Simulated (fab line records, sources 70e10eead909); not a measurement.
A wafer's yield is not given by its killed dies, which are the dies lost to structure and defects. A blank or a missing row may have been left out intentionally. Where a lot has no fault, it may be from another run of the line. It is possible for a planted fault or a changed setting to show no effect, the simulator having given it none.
The tool behind it: which one?	flow nand_harc	12 lots with 36 wafers sampled at 5 steps, on a route of 1159 steps

## WHAT THE GAUGES SHOWED, per wafer
NHARC_A_BONDPAD_THK_MEAS_30: measures by ellipsometry. Usual: 200.3 nm for thk_nm, sd 1.3.
lot	measured	on	thk_nm (nm)	flag
L593	day 18 08:31	film_metro-01	202.1 203.2 202.4	
L596	day 19 06:00	film_metro-02	198.8 199.6 198.8	
L599	day 19 10:55	film_metro-02	202.3 202.1 204.4	
L600	day 19 12:01	film_metro-02	200.2 200.7 202.0	
L601	day 20 09:02	film_metro-01	200.0 199.1 201.4	
L606	day 21 03:55	film_metro-01	199.6 200.4 199.8	
L607	day 21 04:27	film_metro-01	200.3 198.0 201.4	
L611	day 22 14:11	film_metro-02	199.6 200.6 199.3	
L613	day 23 01:18	film_metro-01	200.4 199.5 200.2	
L612	day 23 02:07	film_metro-01	200.3 199.4 200.7	
L615	day 23 03:22	film_metro-01	200.8 198.8 199.7	
L616	day 23 11:47	film_metro-01	199.8 199.4 200.9	

NHARC_END_SORT_01. Usual: defect_limited_yield 95.4 %, standard deviation 1.6; killed_at_array 27, standard deviation 11; killed_at_other 0.8, standard deviation 1.4; killed_at_periphery 3.3, standard deviation 2; killed_dies 31, standard deviation 11; killed_open 3.4, standard deviation 1.8; killed_short 2.1, standard deviation 1.3; sort_bin_2_pct 1.4 %, standard deviation 0.7; sort_bin_3_pct 0.24 %, standard deviation 0.21; sort_bin_4_pct 2.9 %, standard deviation 1; sort_n_pass 646, standard deviation 11; sort_rim_yield_pct 95.4 %, standard deviation 2.8; sort_yield_pct 95.4 %, standard deviation 1.6.
lot	measured	on	defect_limited_yield (%)	killed_at_array	killed_at_other	killed_at_periphery	killed_dies	killed_open	killed_short	sort_bin_2_pct (%)	sort_bin_3_pct (%)	sort_bin_4_pct (%)	sort_n_pass	sort_rim_yield_pct (%)	sort_yield_pct (%)	flag
L613	day 24 08:11	prober-01	93.8 93.5 93.4	39 40 42	0 1 0	3 3 3	42 44 45	1 2 3	1 3 0	2.5 1.8 2.2	0.44 0.15 0.30	3.2 4.6 4.1	635 633 632	95.3 89.6 98.1	93.8 93.5 93.4	

## WHICH TOOL RAN EACH LOT (tool, then ch and the chambers of the sampled wafers, then the start)
lot	NHARC_A_M1_PRE_CLEAN_30	NHARC_A_BONDPAD_CMP_29	NHARC_A_BONDPAD_ETCH_34
L593	pvd_sputter-03, day 18 08:16 or earlier	cmp-01 ch 2,3, day 18 08:16	rie_diel-04 ch 0,3, day 18 09:16
L596	pvd_sputter-02, day 19 05:45 or earlier	cmp-04 ch 0,1,2, day 19 05:45	rie_diel-08 ch 0,2,3, day 19 06:53
L599	pvd_sputter-01, day 19 10:40 or earlier	cmp-04 ch 0,2, day 19 10:40	rie_diel-04 ch 0,2,3, day 19 11:50
L600	pvd_sputter-02, day 19 11:48 or earlier	cmp-03 ch 0,3, day 19 11:48	rie_diel-03 ch 0,2,3, day 19 12:53
L601	pvd_sputter-02, day 20 08:49 or earlier	cmp-04 ch 0,1,2, day 20 08:49	rie_diel-04 ch 1,2, day 20 09:53
L606	pvd_sputter-01, day 21 03:44 or earlier	cmp-04 ch 0,1,2, day 21 03:44	rie_diel-03 ch 0,2,3, day 21 04:47
L607	pvd_sputter-03, day 21 04:12 or earlier	cmp-01 ch 0,1, day 21 04:12	rie_diel-04 ch 0,2, day 21 05:20
L611	pvd_sputter-03, day 22 13:56 or earlier	cmp-01 ch 2,3, day 22 13:56	rie_diel-04 ch 0,1, day 22 15:02
L613	pvd_sputter-01, day 23 01:07 or earlier	cmp-03 ch 1,2,3, day 23 01:07	rie_diel-03 ch 1,2,3, day 23 02:13
L612	pvd_sputter-01, day 23 01:53 or earlier	cmp-04 ch 0,1,2, day 23 01:53	rie_diel-04 ch 0,3, day 23 02:59
L615	pvd_sputter-01, day 23 03:09 or earlier	cmp-04 ch 1,2,3, day 23 03:09	rie_diel-08 ch 0,1,3, day 23 04:08
L616	pvd_sputter-02, day 23 11:33 or earlier	cmp-01 ch 0,1,3, day 23 11:33	rie_diel-04 ch 2,3, day 23 12:40
- NHARC_A_M1_PRE_CLEAN_30: time 30 s.
- NHARC_A_BONDPAD_CMP_29: polishes SiCN, target thk 200 nm.
- NHARC_A_BONDPAD_ETCH_34: etches the open film in N2/H2, target depth 60 nm, overetch 18 nm, time 65.91 s.

## AS READ BY THE TOOLS THEMSELVES (means over the sampled wafers that have a number; for cases with no such wafer, the mark the record gives instead)
NHARC_A_M1_PRE_CLEAN_30. Usual: 423 W for heater_power_w, sd 28.
lot	tool	heater_power_w (W)	flag
L593	pvd_sputter-03	423	
L596	pvd_sputter-02	438	
L599	pvd_sputter-01	429	
L600	pvd_sputter-02	448	
L601	pvd_sputter-02	445	
L606	pvd_sputter-01	374	
L607	pvd_sputter-03	427	
L611	pvd_sputter-03	414	
L613	pvd_sputter-01	426	
L612	pvd_sputter-01	381	
L615	pvd_sputter-01	396	
L616	pvd_sputter-02	424	

NHARC_A_BONDPAD_CMP_29. Usual: 12.0 A for motor_current_A, sd 1.5.
lot	tool	motor_current_A (A)	flag
L593	cmp-01	11.5	
L596	cmp-04	12.1	
L599	cmp-04	14.1	
L600	cmp-03	12.0	
L601	cmp-04	12.5	
L606	cmp-04	12.3	
L607	cmp-01	11.9	
L611	cmp-01	11.2	
L613	cmp-03	11.6	
L612	cmp-04	12.6	
L615	cmp-04	11.3	
L616	cmp-01	11.3	

NHARC_A_BONDPAD_ETCH_34. Usual: drypump_motor_current_A 6.00 A, standard deviation 0.3; oes_product_au 1.001 a.u., standard deviation 0.007; rf_vpp_V 430.1 V, standard deviation 2.9; run_length_s 87.1 s, standard deviation 0.4; showerhead_plenum_p_Torr 2.03 Torr, standard deviation 0.096; throttle_valve_pct 14.171 %, standard deviation 0.0096.
lot	tool	drypump_motor_current_A (A)	oes_product_au (a.u.)	rf_vpp_V (V)	run_length_s (s)	showerhead_plenum_p_Torr (Torr)	throttle_valve_pct (%)	flag
L593	rie_diel-04	5.97	1.000	431.7	87.5	2.08	14.176	
L596	rie_diel-08	5.51	1.001	428.1	87.3	1.96	14.164	
L599	rie_diel-04	6.09	0.998	429.9	87.1	2.03	14.163	
L600	rie_diel-03	6.23	1.001	428.3	87.0	1.98	14.170	
L601	rie_diel-04	6.04	0.999	430.1	86.9	2.02	14.181	
L606	rie_diel-03	6.25	1.004	427.6	86.9	1.97	14.169	
L607	rie_diel-04	6.23	1.001	426.8	86.8	1.94	14.178	
L611	rie_diel-04	6.06	1.004	426.1	77.0	1.94	14.170	OFF
L613	rie_diel-03	6.14	0.999	428.8	86.8	2.01	14.159	
L612	rie_diel-04	6.08	1.002	429.1	77.4	1.99	14.175	OFF
L615	rie_diel-08	5.52	1.010	428.1	87.0	2.00	14.175	
L616	rie_diel-04	5.96	1.004	432.6	87.2	2.12	14.173	

## THE ANSWER, worked out from the rows above alone
Rule: lot off if the mean of its wafers having a number is beyond 3 standard deviations from the usual mean. A lot without any number at a reading at which 4 lots or more have one is off too. Where the step has rows for the other lots, those lots are counted as sound. The gauges are gone through in route order, then the tools' own readings, and for those a lot's mean is taken as printed above. The first step at which some lot is off is used, and at that step the reading that is off furthest; a lot without a number counts as furthest.
Off, at NHARC_A_BONDPAD_ETCH_34 on run_length_s: L611, L612.
A tool fits if, at that step or a process step before it, it ran every lot that is off, and no sound lot after the first of them. NHARC_A_M1_PRE_CLEAN_30: start missing for some lots; hours and lot order therefore follow NHARC_A_BONDPAD_CMP_29. None of those tried fits.

## WHAT THE SIMULATOR HAD INSERTED
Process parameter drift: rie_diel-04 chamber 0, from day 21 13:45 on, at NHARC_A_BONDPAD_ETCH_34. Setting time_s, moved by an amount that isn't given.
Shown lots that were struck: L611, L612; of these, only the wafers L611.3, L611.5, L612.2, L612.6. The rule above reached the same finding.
